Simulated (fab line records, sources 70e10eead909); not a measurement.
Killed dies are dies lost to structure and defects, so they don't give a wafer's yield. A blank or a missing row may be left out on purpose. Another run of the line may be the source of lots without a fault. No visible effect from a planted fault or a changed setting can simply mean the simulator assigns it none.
What tool caused it?	flow nand-harc	72 wafers from 24 lots sampled at 6 of the route's 1159 steps

WHAT THE GAUGES SHOWED, per wafer
The record holds no reading of a measuring or inspecting step that can be judged against a usual standard deviation.

TOOL THAT RAN EACH LOT (tool first, then ch and the chambers of the sampled wafers, then the start)
lot	NHARC_A_CHANNEL_HOLE_D1_ETCH_33	NHARC_A_STAIRCASE_DEP_156	NHARC_A_STAIRCASE_STRIP_175	NHARC_A_STAIRCASE_TRIM_196	NHARC_A_STAIRCASE_ETCH_201	NHARC_A_STAIRCASE_STRIP_205
L074	har-etch-01 ch 0,1, day 8 18:43	pecvd-02 ch 0,2, day 10 23:01	plasma-asher-01 ch 0,1, day 11 03:58	rie-diel-05 ch 1,2,3, day 11 06:32	rie-diel-05 ch 1,2, day 11 07:46 or earlier	plasma-asher-01 ch 0,1, day 11 07:46
L075	har-etch-02 ch 0,1, day 9 03:28	pecvd-02 ch 0,1,2, day 11 17:13	plasma-asher-02 ch 0,1, day 11 23:37	rie-diel-02 ch 0,1,3, day 12 02:17	rie-diel-02 ch 0,1,3, day 12 03:44 or earlier	plasma-asher-01 ch 0,1, day 12 03:44
L076	har-etch-01 ch 1, day 9 03:46	pecvd-02 ch 1,2, day 11 06:08	plasma-asher-01 ch 0,1, day 11 11:37	rie-diel-11 ch 0,1,2, day 11 14:15	rie-diel-11 ch 0,2, day 11 15:19 or earlier	plasma-asher-01 ch 0,1, day 11 15:19
L077	har-etch-02 ch 0,1, day 9 09:58	pecvd-02 ch 1,2, day 11 13:20	plasma-asher-02 ch 0,1, day 11 18:59	rie-diel-05 ch 0,3, day 11 21:49	rie-diel-05 ch 1,2,3, day 12 00:05 or earlier	plasma-asher-02 ch 0,1, day 12 00:05
L078	har-etch-01 ch 0,1, day 9 10:07	pecvd-01 ch 1,2, day 11 13:17	plasma-asher-01 ch 0,1, day 11 18:42	rie-diel-05 ch 0,1,2, day 11 21:41	rie-diel-05 ch 1,2,3, day 12 00:03 or earlier	plasma-asher-01 ch 0, day 12 00:03
L080	har-etch-01 ch 0,1, day 9 16:44	pecvd-01 ch 1,2, day 11 19:46	plasma-asher-01 ch 0,1, day 12 00:59	rie-diel-11 ch 1,3, day 12 03:49	rie-diel-11 ch 1,2, day 12 04:58 or earlier	plasma-asher-02 ch 0,1, day 12 04:58
L079	har-etch-02 ch 0, day 9 17:01	pecvd-04 ch 0,1,2, day 11 19:39	plasma-asher-02 ch 1, day 12 01:47	rie-diel-02 ch 0,2, day 12 04:29	rie-diel-02 ch 0,1,3, day 12 05:31 or earlier	plasma-asher-01 ch 0,1, day 12 05:31
L081	har-etch-02 ch 0,1, day 10 10:02	pecvd-01 ch 0,1,2, day 12 17:09	plasma-asher-02 ch 0,1, day 12 22:05	rie-diel-02 ch 1,2,3, day 13 01:22	rie-diel-02 ch 0,1,2, day 13 02:41 or earlier	plasma-asher-01 ch 0,1, day 13 02:41
L082	har-etch-01 ch 0,1, day 10 10:08	pecvd-02 ch 0,1,2, day 12 17:10	plasma-asher-02 ch 0,1, day 12 22:34	rie-diel-11 ch 0,3, day 13 01:33	rie-diel-11 ch 1,3, day 13 03:24 or earlier	plasma-asher-01 ch 0,1, day 13 03:24
L083	har-etch-01 ch 0,1, day 10 14:26	pecvd-01 ch 0,1,2, day 13 00:33	plasma-asher-01 ch 0,1, day 13 06:21	rie-diel-02 ch 0,1,3, day 13 09:03	rie-diel-02 ch 0,3, day 13 10:17 or earlier	plasma-asher-01 ch 0,1, day 13 10:17
L084	har-etch-02 ch 0,1, day 11 01:31	pecvd-01 ch 0,2, day 13 05:26	plasma-asher-01 ch 0,1, day 13 13:05	rie-diel-02 ch 1,2,3, day 13 15:47	rie-diel-02 ch 1,2,3, day 13 19:10 or earlier	plasma-asher-02 ch 0,1, day 13 19:10
L085	har-etch-01 ch 0,1, day 11 02:48	pecvd-04 ch 1,2, day 13 05:35	plasma-asher-01 ch 0,1, day 13 12:51	rie-diel-11 ch 0,2,3, day 13 15:28	rie-diel-11 ch 0,2,3, day 13 16:40 or earlier	plasma-asher-01 ch 0, day 13 16:40
L087	har-etch-02 ch 0,1, day 11 12:31	pecvd-01 ch 1,2, day 13 15:16	plasma-asher-02 ch 0,1, day 13 21:02	rie-diel-05 ch 0,2,3, day 13 23:43	rie-diel-05 ch 0,2,3, day 14 01:12 or earlier	plasma-asher-01 ch 0,1, day 14 01:12
L086	har-etch-01 ch 0,1, day 11 22:37	pecvd-02 ch 0,1,2, day 14 02:27	plasma-asher-01 ch 0,1, day 14 07:33	rie-diel-02 ch 0,1,2, day 14 14:33	rie-diel-02 ch 1,2,3, day 14 15:41 or earlier	plasma-asher-01 ch 0,1, day 14 15:41
L089	har-etch-02 ch 0,1, day 12 05:01	pecvd-04 ch 0,1,2, day 14 09:31	plasma-asher-01 ch 0,1, day 14 15:30	rie-diel-11 ch 0,2, day 14 18:37	rie-diel-11 ch 0,1,2, day 14 20:13 or earlier	plasma-asher-01 ch 0,1, day 14 20:13
L088	har-etch-01 ch 0,1, day 12 05:29	pecvd-01 ch 1,2, day 14 09:28	plasma-asher-02 ch 0,1, day 14 16:07	rie-diel-11 ch 0,2, day 14 19:05	rie-diel-11 ch 0,1,2, day 14 20:31 or earlier	plasma-asher-02 ch 1, day 14 20:31
L091	har-etch-01 ch 0,1, day 12 15:08	pecvd-01 ch 0,1, day 14 21:43	plasma-asher-02 ch 0,1, day 15 02:59	rie-diel-02 ch 1,2,3, day 15 05:52	rie-diel-02 ch 0,2,3, day 15 07:02 or earlier	plasma-asher-01 ch 0,1, day 15 07:02
L092	har-etch-02 ch 1, day 12 15:56	pecvd-01 ch 1,2, day 14 20:44	plasma-asher-01 ch 0,1, day 15 02:25	rie-diel-11 ch 0,1,2, day 15 05:49	rie-diel-11 ch 0,2, day 15 07:10 or earlier	plasma-asher-02 ch 0,1, day 15 07:10
L090	har-etch-01 ch 0, day 12 19:16	pecvd-01 ch 0,2, day 14 20:55	plasma-asher-01 ch 0,1, day 15 02:11	rie-diel-11 ch 0,2, day 15 05:11	rie-diel-11 ch 0,1,2, day 15 06:40 or earlier	plasma-asher-02 ch 0,1, day 15 06:40
L094	har-etch-01 ch 0,1, day 13 05:16	pecvd-01 ch 0,1,2, day 15 07:54	plasma-asher-01 ch 0,1, day 15 13:46	rie-diel-02 ch 1,2,3, day 15 16:39	rie-diel-02 ch 0,1,3, day 15 17:43 or earlier	plasma-asher-01 ch 0,1, day 15 17:43
L093	har-etch-02 ch 0,1, day 13 06:08	pecvd-01 ch 0,1,2, day 15 07:44	plasma-asher-02 ch 0,1, day 15 12:59	rie-diel-02 ch 1,3, day 15 15:30	rie-diel-02 ch 0,2,3, day 15 16:43 or earlier	plasma-asher-02 ch 0,1, day 15 16:43
L095	har-etch-02 ch 0,1, day 13 12:07	pecvd-04 ch 0,1,2, day 15 14:26	plasma-asher-01 ch 0,1, day 15 20:17	rie-diel-02 ch 0,1,3, day 15 22:55	rie-diel-02 ch 1,2, day 15 23:57 or earlier	plasma-asher-01 ch 0,1, day 15 23:57
L096	har-etch-02 ch 0, day 14 00:38	pecvd-04 ch 0,1, day 16 05:06	plasma-asher-02 ch 1, day 16 10:32	rie-diel-05 ch 0,2, day 16 13:10	rie-diel-05 ch 1,2,3, day 16 15:19 or earlier	plasma-asher-02 ch 1, day 16 15:19
L097	har-etch-02 ch 0,1, day 14 12:14	pecvd-01 ch 1,2, day 16 20:36	plasma-asher-01 ch 0,1, day 17 01:28	rie-diel-11 ch 0,2,3, day 17 04:01	rie-diel-11 ch 0,2,3, day 17 05:07 or earlier	plasma-asher-01 ch 0,1, day 17 05:07
- NHARC_A_CHANNEL_HOLE_D1_ETCH_33: etches the open film in C4F8/O2/Ar, time 90 s, target depth 400 nm.
- NHARC_A_STAIRCASE_DEP_156: deposits SiNx, target thk 50 nm.
- NHARC_A_STAIRCASE_STRIP_175: strips in O2.
- NHARC_A_STAIRCASE_TRIM_196: chemistry O2, time 211.2 s.
- NHARC_A_STAIRCASE_ETCH_201: etches the open film in C4F8/O2, target depth 100 nm, time 40.5 s.
- NHARC_A_STAIRCASE_STRIP_205: strips in O2.

AS READ BY THE TOOLS THEMSELVES (means over the sampled wafers that have a number; for cases with no such wafer, the mark the record gives instead)
NHARC_A_CHANNEL_HOLE_D1_ETCH_33. Usual: drypump-motor-current-A 5.6 A, standard deviation 0.54; mfc-ar-sccm 374.9 sccm, standard deviation 1.2; showerhead-plenum-p-Torr 3.74 Torr, standard deviation 0.066; throttle-valve-pct 27.619 %, standard deviation 0.0091.
lot	tool	drypump-motor-current-A (A)	mfc-ar-sccm (sccm)	showerhead-plenum-p-Torr (Torr)	throttle-valve-pct (%)	flag
L074	har-etch-01	5.5	374.0	3.82	27.614	
L075	har-etch-02	5.5	375.7	3.74	27.616	
L076	har-etch-01	5.7	376.7	3.85	27.624	
L077	har-etch-02	5.5	375.0	3.74	27.620	
L078	har-etch-01	5.5	374.8	3.81	27.618	
L080	har-etch-01	5.5	374.8	3.81	27.615	
L079	har-etch-02	5.0	375.2	3.77	27.631	
L081	har-etch-02	5.5	375.0	3.74	27.615	
L082	har-etch-01	5.5	374.8	3.81	27.619	
L083	har-etch-01	5.5	376.0	3.80	27.624	
L084	har-etch-02	5.5	374.7	3.73	27.619	
L085	har-etch-01	5.5	375.0	3.80	27.623	
L087	har-etch-02	5.9	374.0	3.70	27.624	
L086	har-etch-01	5.4	375.2	3.75	27.619	
L089	har-etch-02	5.5	374.1	3.73	27.622	
L088	har-etch-01	5.4	376.1	3.74	27.617	
L091	har-etch-01	5.4	374.3	3.74	27.628	
L092	har-etch-02	6.4	374.4	3.66	27.619	
L090	har-etch-01	5.2	376.9	3.70	27.613	
L094	har-etch-01	5.5	374.6	3.79	27.622	
L093	har-etch-02	5.9	373.7	3.69	27.625	
L095	har-etch-02	5.9	376.4	3.69	27.621	
L096	har-etch-02	5.0	374.9	3.75	27.625	
L097	har-etch-02	5.9	375.3	3.68	27.620	

NHARC_A_STAIRCASE_DEP_156. Usual: heater-power-w 755 W, standard deviation 56.
lot	tool	heater-power-w (W)	flag
L074	pecvd-02	717	
L075	pecvd-02	781	
L076	pecvd-02	764	
L077	pecvd-02	745	
L078	pecvd-01	716	
L080	pecvd-01	725	
L079	pecvd-04	780	
L081	pecvd-01	732	
L082	pecvd-02	760	
L083	pecvd-01	714	
L084	pecvd-01	808	
L085	pecvd-04	862	
L087	pecvd-01	729	
L086	pecvd-02	706	
L089	pecvd-04	775	
L088	pecvd-01	754	
L091	pecvd-01	776	
L092	pecvd-01	699	
L090	pecvd-01	782	
L094	pecvd-01	770	
L093	pecvd-01	683	
L095	pecvd-04	818	
L096	pecvd-04	788	
L097	pecvd-01	705	

NHARC_A_STAIRCASE_STRIP_175. Usual: drypump-motor-current-A 5.71 A, standard deviation 0.29; heater-power-w 331 W, standard deviation 37.
lot	tool	drypump-motor-current-A (A)	heater-power-w (W)	flag
L074	plasma-asher-01	5.52	312	
L075	plasma-asher-02	5.83	375	
L076	plasma-asher-01	5.59	317	
L077	plasma-asher-02	5.83	372	
L078	plasma-asher-01	5.61	318	
L080	plasma-asher-01	5.61	319	
L079	plasma-asher-02	6.24	312	
L081	plasma-asher-02	6.03	345	
L082	plasma-asher-02	6.03	335	
L083	plasma-asher-01	5.62	307	
L084	plasma-asher-01	5.62	310	
L085	plasma-asher-01	5.61	314	
L087	plasma-asher-02	6.03	342	
L086	plasma-asher-01	5.60	308	
L089	plasma-asher-01	5.61	312	
L088	plasma-asher-02	6.02	341	
L091	plasma-asher-02	6.04	341	
L092	plasma-asher-01	5.63	310	
L090	plasma-asher-01	5.53	309	
L094	plasma-asher-01	5.52	313	
L093	plasma-asher-02	5.79	374	
L095	plasma-asher-01	5.49	312	
L096	plasma-asher-02	6.23	318	
L097	plasma-asher-01	5.60	310	

NHARC_A_STAIRCASE_TRIM_196. Usual: drypump-motor-current-A 5.7 A, standard deviation 0.3; mfc-ar-sccm 0.011 sccm, standard deviation 0.012; oes-product-au 1.002 a.u., standard deviation 0.0097; rf-vpp-V 57.6 V, standard deviation 0.9; showerhead-plenum-p-Torr 3.46 Torr, standard deviation 0.14; throttle-valve-pct 17.037 %, standard deviation 0.0092.
lot	tool	drypump-motor-current-A (A)	mfc-ar-sccm (sccm)	oes-product-au (a.u.)	rf-vpp-V (V)	showerhead-plenum-p-Torr (Torr)	throttle-valve-pct (%)	flag
L074	rie-diel-05	5.6	0.021	1.005	58.9	3.62	17.045	
L075	rie-diel-02	5.6	0.019	1.007	57.8	3.44	17.025	
L076	rie-diel-11	5.9	0.007	0.999	57.3	3.36	17.035	
L077	rie-diel-05	5.6	0.020	1.000	59.1	3.57	17.039	
L078	rie-diel-05	5.6	0.011	0.988	57.3	3.53	17.039	
L080	rie-diel-11	5.6	0.007	0.984	57.3	3.44	17.042	
L079	rie-diel-02	5.3	0.021	1.005	57.1	3.30	17.039	
L081	rie-diel-02	5.8	0.009	1.013	58.0	3.46	17.038	
L082	rie-diel-11	5.6	0.000	0.994	58.5	3.56	17.034	
L083	rie-diel-02	5.6	0.019	1.005	57.8	3.44	17.044	
L084	rie-diel-02	5.8	0.009	1.007	57.2	3.45	17.035	
L085	rie-diel-11	5.8	0.004	1.001	58.1	3.47	17.045	
L087	rie-diel-05	5.6	0.010	0.988	57.2	3.53	17.030	
L086	rie-diel-02	5.6	0.015	1.017	57.7	3.36	17.038	
L089	rie-diel-11	6.1	0.004	1.008	57.8	3.37	17.031	
L088	rie-diel-11	6.0	0.007	1.002	56.8	3.36	17.040	
L091	rie-diel-02	5.9	0.009	1.000	57.4	3.45	17.047	
L092	rie-diel-11	5.9	0.007	1.003	57.2	3.35	17.034	
L090	rie-diel-11	6.1	0.004	1.008	57.0	3.36	17.034	
L094	rie-diel-02	5.8	0.009	1.007	57.0	3.44	17.032	
L093	rie-diel-02	5.9	0.013	1.007	57.7	3.50	17.023	
L095	rie-diel-02	5.6	0.019	1.010	57.3	3.61	17.035	
L096	rie-diel-05	5.5	0.000	0.996	57.6	3.50	17.039	
L097	rie-diel-11	5.8	0.004	1.006	58.8	3.45	17.031	

NHARC_A_STAIRCASE_ETCH_201. Usual: oes-product-au 0.943 a.u., standard deviation 0.014; rf-vpp-V 893 V, standard deviation 5.3.
lot	tool	oes-product-au (a.u.)	rf-vpp-V (V)	flag
L074	rie-diel-05	0.930	898	
L075	rie-diel-02	0.944	893	
L076	rie-diel-11	0.962	891	
L077	rie-diel-05	0.927	899	
L078	rie-diel-05	0.929	899	
L080	rie-diel-11	0.936	891	
L079	rie-diel-02	0.954	894	
L081	rie-diel-02	0.952	890	
L082	rie-diel-11	0.937	893	
L083	rie-diel-02	0.957	894	
L084	rie-diel-02	0.941	894	
L085	rie-diel-11	0.929	893	
L087	rie-diel-05	0.935	896	
L086	rie-diel-02	0.951	893	
L089	rie-diel-11	0.930	889	
L088	rie-diel-11	0.945	889	
L091	rie-diel-02	0.949	897	
L092	rie-diel-11	0.946	890	
L090	rie-diel-11	0.937	889	
L094	rie-diel-02	0.954	899	
L093	rie-diel-02	0.945	897	
L095	rie-diel-02	0.966	890	
L096	rie-diel-05	0.941	899	
L097	rie-diel-11	0.949	893	

NHARC_A_STAIRCASE_STRIP_205. Usual: drypump-motor-current-A 5.69 A, standard deviation 0.27; heater-power-w 328 W, standard deviation 33.
lot	tool	drypump-motor-current-A (A)	heater-power-w (W)	flag
L074	plasma-asher-01	5.61	317	
L075	plasma-asher-01	5.51	313	
L076	plasma-asher-01	5.63	319	
L077	plasma-asher-02	6.03	336	
L078	plasma-asher-01	5.73	324	
L080	plasma-asher-02	5.81	370	
L079	plasma-asher-01	5.62	319	
L081	plasma-asher-01	5.51	318	
L082	plasma-asher-01	5.52	315	
L083	plasma-asher-01	5.60	309	
L084	plasma-asher-02	5.83	366	
L085	plasma-asher-01	5.71	307	
L087	plasma-asher-01	5.63	308	
L086	plasma-asher-01	5.63	308	
L089	plasma-asher-01	5.65	313	
L088	plasma-asher-02	6.22	306	
L091	plasma-asher-01	5.62	308	
L092	plasma-asher-02	6.05	342	
L090	plasma-asher-02	6.03	339	
L094	plasma-asher-01	5.63	315	
L093	plasma-asher-02	6.02	341	
L095	plasma-asher-01	5.51	312	
L096	plasma-asher-02	6.23	319	
L097	plasma-asher-01	5.52	316	

THE ANSWER, worked out from the rows above alone
Rule: a lot counts as off when the mean over its wafers that have a number is more than 3 standard deviations away from the usual mean. Also off: a lot with no number at a reading for which 4 or more lots have one. All remaining lots with rows at the step are treated as sound. First the gauges in route order, then the tools' own readings, where a lot's mean is used as printed above. The first step at which some lot is off is used, and at that step the reading that is off furthest; a lot without a number counts as furthest.
Nothing can be told from this: no lot is off at any reading shown.

WHAT THE SIMULATOR HAD INSERTED
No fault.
